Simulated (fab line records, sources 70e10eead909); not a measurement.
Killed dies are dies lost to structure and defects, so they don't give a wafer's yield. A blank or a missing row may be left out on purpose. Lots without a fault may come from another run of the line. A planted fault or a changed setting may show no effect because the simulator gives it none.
fab line records | flow nand_harc | part 2 of 2: steps 5 to 6 of 6
record lots=23 wafers=69 last_day=25
route steps=1159 shown A_CONTACT@948 A_M1@1036 A_BONDPAD@1075 THIN_TSV@1118
lots that met no fault: from a run of the same line without faults
start_h: hours from the record's first day to the start of the lot's first wafer shown | wait_h: hours since the lot's step before | " the same as in the row above | L1.1+2: a row that stands for several wafers | - no value, or no start given | * or withheld: withheld | < > ~ a bound
route shown NAME@n: a module of which the file shows steps, and the number in the route of the first | usual: mean/standard deviation of fault-free wafers | same: alike in all rows | chamber/n: place in a boat | sites: the reading at each site | _std_site: their standard deviation | _edge_site: outer sites' mean less inner sites' | radius_mm: how far each site lies from the wafer's centre | mask NAME#n: copy n | behind: the tool/chamber that last shaped the wafer | hold: why the lot was held/for how many hours/how that ended | device: the transistor (n, p or np) that didn't switch | end of line: the same wafers' tests at the end of the route | a step without rows: its recipe alone | killed: dies lost to structure and defects at the first sort, not the wafer's yield | map: a wafer's dies, x killed, . not, _ none there
set.NAME: the setting as run; set.NAME@STEP: as run at that earlier step | model.NAME: the simulator's own value behind a step, which no gauge read
steps of the route over a sample of lots; a table a step, a row a wafer
services: from which hour (start_h, from the record's first day; less than 0 if before it) a tool's chamber was out of use, for how many hours, and why
## steps
# step NHARC_A_BONDPAD_ANNEAL_28
# recipe temp_c=225 time_s=90
# usual anneal_temp_c=225.02/0.16 wafer_temp_C_max=225.9/0.32
# columns lot.wafer tool chamber start_h wait_h anneal_temp_c wafer_temp_C_max
L075.1 rtp_anneal-01 0 407.44 - 225.08 226.3
L075.2 " 0 " " 225.30 226.3
L075.3 " 0 " " 224.99 225.7
L074.1 rtp_anneal-02 0 411.31 - 224.89 225.7
L074.5 " 0 " " 224.95 225.7
L074.6 " 0 " " 224.97 225.5
L077.1 rtp_anneal-02 0 414.82 0.3 224.81 225.8
L077.2 " 0 " " 225.06 225.6
L077.6 " 0 " " 225.20 226.0
L076.1 rtp_anneal-02 0 416.22 0.3 225.10 225.5
L076.3 " 0 " " 225.04 225.7
L076.5 " 0 " " 225.17 225.8
L079.2 rtp_anneal-01 0 418.53 - 224.79 226.3
L079.3 " 0 " " 225.15 225.9
L079.6 " 0 " " 225.16 226.2
L078.3 rtp_anneal-01 0 442.15 - 225.35 225.8
L078.4 " 0 " " 225.20 225.7
L078.6 " 0 " " 224.89 225.7
L081.3 rtp_anneal-02 0 449.41 - 225.05 225.8
L081.4 " 0 " " 225.27 225.5
L081.6 " 0 " " 225.12 225.7
L080.2 rtp_anneal-02 0 466.39 - 225.08 225.5
L080.3 " 0 " " 224.92 225.6
L080.4 " 0 " " 224.91 225.8
L083.1 rtp_anneal-01 0 469.76 - 225.08 226.0
L083.2 " 0 " " 224.85 226.0
L083.5 " 0 " " 225.20 226.9
L084.1 rtp_anneal-01 0 472.92 0.3 225.22 226.3
L084.5 " 0 " " 225.42 225.9
L084.6 " 0 " " 224.97 226.1
L082.1 rtp_anneal-01 0 474.26 0.3 224.82 226.2
L082.2 " 0 " " 224.96 226.2
L082.5 " 0 " " 225.24 226.0
L086.1 rtp_anneal-02 0 510.53 0.3 225.17 225.9
L086.3 " 0 " " 225.15 225.8
L086.5 " 0 " " 225.01 225.7
L087.1 rtp_anneal-01 0 510.92 0.3 225.40 226.6
L087.2 " 0 " " 225.24 226.2
L087.3 " 0 " " 225.05 226.4
L088.1 rtp_anneal-02 0 516.68 - 225.09 225.8
L088.2 " 0 " " 224.80 226.0
L088.4 " 0 " " 225.22 225.9
L091.4 rtp_anneal-02 0 528.11 0.4 224.95 225.6
L091.5 " 0 " " 224.80 226.0
L091.6 " 0 " " 225.00 226.0
L090.1 rtp_anneal-01 0 528.80 0.3 224.97 226.2
L090.3 " 0 " " 224.85 226.5
L090.5 " 0 " " 225.00 226.3
L089.3 rtp_anneal-01 0 530.02 0.4 224.94 225.9
L089.5 " 0 " " 225.17 226.5
L089.6 " 0 " " 224.71 226.1
L092.1 rtp_anneal-02 0 536.45 - 224.65 225.7
L092.3 " 0 " " 224.73 225.8
L092.4 " 0 " " 224.77 225.8
L094.1 rtp_anneal-02 0 537.68 0.4 225.19 225.9
L094.3 " 0 " " 225.09 225.6
L094.6 " 0 " " 225.19 225.4
L093.1 rtp_anneal-02 0 539.96 0.3 224.99 225.7
L093.3 " 0 " " 224.98 225.7
L093.4 " 0 " " 225.21 225.6
L096.1 rtp_anneal-02 0 546.76 - 224.87 225.9
L096.2 " 0 " " 224.98 225.3
L096.3 " 0 " " 224.93 225.8
L095.3 rtp_anneal-01 0 547.54 0.3 224.86 226.2
L095.5 " 0 " " 224.79 225.9
L095.6 " 0 " " 224.66 226.4
L097.1 rtp_anneal-02 0 563.29 0.3 224.95 226.4
L097.3 " 0 " " 224.82 225.8
L097.4 " 0 " " 225.09 225.4
# step NHARC_THIN_TSV_DESCUM_14
# recipe time_s=3 o2_flow_sccm=200 ar_flow_sccm=0 bias_power_w=0 chemistry=O2
# usual chamber_pressure_mTorr=60.00/0.047 drypump_motor_current_A=5.9/0.44 oes_product_au=1.003/0.012 rf_vpp_V=57.7/0.84 showerhead_plenum_p_Torr=1.91/0.071 throttle_valve_pct=11.313/0.0093
# columns lot.wafer tool chamber start_h wait_h chamber_pressure_mTorr drypump_motor_current_A oes_product_au rf_hours_counter_h rf_vpp_V showerhead_plenum_p_Torr throttle_valve_pct
L075.1 rie_diel-07 0 421.77 - 59.96 6.0 1.012 0 57.7 2.01 11.326
L075.3 " 1 " " 59.94 5.6 1.003 0 57.4 1.80 11.300
L075.2 " 2 " " 60.03 6.4 0.986 0 57.4 1.87 11.315
L074.1 rie_diel-05 1 429.30 - 60.02 5.6 1.009 7 56.2 1.97 11.302
L074.5 " 3 " " 60.02 5.0 1.008 - 57.8 1.81 11.304
L074.6 " 0 " " 60.05 6.4 1.000 - 59.9 1.97 11.292
L077.1 rie_diel-04 0 430.36 - 60.00 6.0 1.015 9 56.4 1.93 11.318
L077.2 " 2 " " 59.91 6.4 1.025 11 57.9 1.88 11.310
L077.6 " 3 " " 59.96 6.4 0.985 - 58.1 1.93 11.320
L076.3 rie_diel-07 1 431.75 - 59.97 5.6 1.004 2 56.8 1.80 11.310
L076.1 " 3 " " 59.99 5.7 1.030 2 59.2 1.95 11.319
L076.5 " 1 " " 59.97 5.6 1.003 - 57.0 1.80 11.335
L079.3 rie_diel-04 0 432.90 - 60.05 6.0 1.005 10 57.3 1.93 11.328
L079.2 " 2 " " 60.07 6.4 1.016 11 58.6 1.89 11.308
L079.6 " 3 " " 60.01 6.4 0.987 - 58.5 1.93 11.318
L078.3 rie_diel-07 0 456.07 - 59.97 6.0 1.001 4 59.4 2.00 11.331
L078.4 " 1 " " 59.95 5.6 0.999 4 57.1 1.80 11.327
L078.6 " 0 " " 59.97 6.0 1.005 - 59.1 2.00 11.313
L081.3 rie_diel-07 1 465.36 - 59.97 5.6 1.005 5 58.2 1.80 11.311
L081.4 " 2 " " 60.00 6.4 0.975 5 58.4 1.87 11.314
L081.6 " 0 " " 60.10 6.0 1.001 - 56.5 2.00 11.304
L083.1 rie_diel-07 1 481.58 - 60.04 5.6 0.999 6 56.7 1.80 11.300
L083.2 " 3 " " 60.02 5.7 1.023 6 59.3 1.95 11.302
L083.5 " 1 " " 60.00 5.6 0.990 - 57.9 1.80 11.310
L080.4 rie_diel-07 0 483.09 - 60.00 6.0 0.993 7 57.5 2.00 11.310
L080.3 " 2 " " 60.01 6.4 0.985 6 57.5 1.87 11.314
L080.2 " 3 " " 59.98 5.7 1.013 6 57.6 1.95 11.311
L084.1 rie_diel-05 2 489.43 - 60.02 6.1 1.018 10 58.1 2.01 11.312
L084.5 " 1 " " 59.95 5.6 0.991 - 57.7 1.97 11.320
L084.6 " 2 " " 59.98 6.1 1.005 - 58.1 2.01 11.305
L082.1 rie_diel-07 2 490.63 - 60.00 6.4 0.977 7 56.4 1.87 11.302
L082.2 " 3 " " 60.07 5.7 1.022 7 58.3 1.95 11.302
L082.5 " 1 " " 59.98 5.6 0.994 - 56.1 1.80 11.319
L087.3 rie_diel-04 1 525.90 - 60.02 6.0 0.998 2 59.0 1.88 11.297
L087.1 " 2 " " 60.06 6.4 1.027 2 56.9 1.88 11.323
L087.2 " 3 " " 59.97 6.4 0.978 3 57.3 1.93 11.307
L086.3 rie_diel-05 3 526.99 - 59.92 5.0 0.996 0 55.8 1.81 11.316
L086.1 " 1 " " 60.02 5.5 0.993 0 58.0 1.97 11.309
L086.5 " 0 " " 59.90 6.5 1.002 - 58.5 1.97 11.330
L088.2 rie_diel-05 3 531.90 - 59.96 5.0 1.003 1 58.2 1.81 11.324
L088.1 " 0 " " 59.96 6.4 1.006 1 58.4 1.97 11.318
L088.4 " 0 " " 59.96 6.4 1.004 - 57.5 1.96 11.314
L090.1 rie_diel-05 1 541.49 - 59.97 5.6 1.009 2 58.2 1.97 11.299
L090.3 " 2 " " 59.92 6.1 0.999 0 58.2 2.01 11.306
L090.5 " 0 " " 59.98 6.4 1.005 - 57.5 1.97 11.309
L091.4 rie_diel-04 3 542.73 - 59.97 6.4 1.004 4 57.4 1.93 11.332
L091.5 " 0 " " 59.99 6.0 1.021 - 57.6 1.92 11.310
L091.6 " 1 " " 60.00 6.0 1.004 - 58.0 1.88 11.316
L089.3 rie_diel-05 1 543.77 - 59.99 5.6 1.008 3 58.6 1.97 11.316
L089.6 " 1 " " 60.04 5.6 1.012 - 58.8 1.97 11.324
L089.5 " 2 " " 59.97 6.2 1.006 - 57.0 2.01 11.311
L094.3 rie_diel-05 3 551.89 - 60.02 5.0 1.017 3 56.5 1.81 11.308
L094.1 " 0 " " 60.05 6.4 1.003 3 57.3 1.96 11.302
L094.6 " 3 " " 59.95 5.0 1.023 - 58.4 1.81 11.321
L092.4 rie_diel-07 2 553.10 - 60.10 6.4 0.981 13 57.7 1.86 11.328
L092.1 " 0 " " 60.02 6.0 1.014 13 58.6 2.00 11.317
L092.3 " 1 " " 60.07 5.6 0.998 13 56.5 1.79 11.313
L093.1 rie_diel-04 1 554.32 - 59.98 6.0 1.004 4 57.8 1.88 11.317
L093.3 " 0 " " 59.99 6.0 1.008 5 57.9 1.92 11.318
L093.4 " 1 " " 60.03 6.0 1.010 - 57.8 1.88 11.295
L096.1 rie_diel-07 3 561.42 - 59.98 5.7 1.010 13 57.3 1.94 11.309
L096.3 " 0 " " 60.09 6.0 1.002 15 56.9 2.00 11.308
L096.2 " 2 " " 60.05 6.4 0.973 14 58.5 1.86 11.329
L095.3 rie_diel-05 0 562.74 - 60.01 6.4 1.001 4 57.6 1.96 11.312
L095.5 " 3 " " 60.08 5.0 1.018 - 57.1 1.81 11.300
L095.6 " 0 " " 59.99 6.4 0.993 - 57.5 1.96 11.305
L097.4 rie_diel-04 2 576.90 - 60.03 6.3 1.021 5 57.8 1.88 11.318
L097.3 " 3 " " 60.04 6.4 0.995 5 57.1 1.92 11.325
L097.1 " 0 " " 60.01 6.0 1.001 6 58.9 1.92 11.317
## services
# columns tool chamber start_h hours kind
rie_diel-09 0 365.59 1.6 repair
rie_diel-07 1 377.19 1.6 repair
rie_diel-09 1 378.57 2.4 repair
rie_diel-12 - 379.40 9.0 pm
rie_diel-07 - 388.79 0.7 repair
rie_diel-12 0 390.24 1.4 repair
rie_diel-03 - 392.30 9.0 pm
rie_diel-07 - 405.20 9.0 pm
rie_diel-03 0 411.49 10.9 repair
rie_diel-03 1 413.25 2.9 repair
rie_diel-09 - 431.11 9.0 pm
rie_diel-05 0 432.69 10.8 repair
rie_diel-05 - 454.47 0.1 repair
rie_diel-03 1 491.26 9.0 repair
rie_diel-05 2 492.16 47.6 repair
rie_diel-05 - 493.21 0.9 repair
rie_diel-03 2 498.54 5.3 repair
rie_diel-09 1 501.92 33.4 repair
rie_diel-07 - 520.18 6.1 repair
har_cap_etch-03 - 547.13 17.0 pm
rie_diel-03 1 557.27 6.6 repair
rie_diel-03 2 560.33 8.1 repair
rie_diel-03 3 563.36 18.9 repair
rie_diel-03 - 569.30 9.0 pm
